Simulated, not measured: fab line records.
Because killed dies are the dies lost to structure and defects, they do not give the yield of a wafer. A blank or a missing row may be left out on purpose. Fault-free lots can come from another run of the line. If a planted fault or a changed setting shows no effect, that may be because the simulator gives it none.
Chamber matching -- flow nandHarc -- NHARC_P_M0_DESCUM_14 on rieDiel-07 has 4 sister chambers
The step chemistry O2, time 3 s. 4 wafers are shown with their chamber, then 12 later ones without.

EACH WAFER AND ITS CHAMBER
wafer,chamber,drypumpMotorCurrentA (A)
L089.2,1,4.9
L091.5,0,5.8
L092.1,3,5.4
L092.4,2,6.6

WAFERS WITHOUT THEIR CHAMBER
wafer,drypumpMotorCurrentA (A)
L095.1,6.6
L095.2,4.9
L095.6,4.9
L095.3,5.4
L095.4,5.4
L095.5,6.6
L096.1,5.4
L096.4,5.7
L096.6,4.9
L096.2,4.9
L096.3,6.6
L096.5,5.7

WHICH CHAMBER EACH ONE RAN IN
wafer,from the rows above,in truth
L095.1,2,2
L095.2,1,1
L095.6,1,1
L095.3,3,3
L095.4,3,3
L095.5,2,2
L096.1,3,3
L096.4,0,0
L096.6,1,1
L096.2,1,1
L096.3,2,2
L096.5,0,0
Placed correctly: 12 of 12. Number that these rows cannot place: 0. 0 placed wrongly.
How it was worked out, from the rows above alone: a wafer's distance from a chamber is the root of the sum, over the readings, of the square of ((its reading less the chamber's mean) divided by the reading's scatter). The wafer belongs to the nearest chamber; if the next one is less than 2 further off, it can't be placed. The mean given for a chamber averages the wafers shown for that chamber. The scatter: root of mean squared gap, hidden wafer to nearest shown wafer, with one shown wafer a chamber.
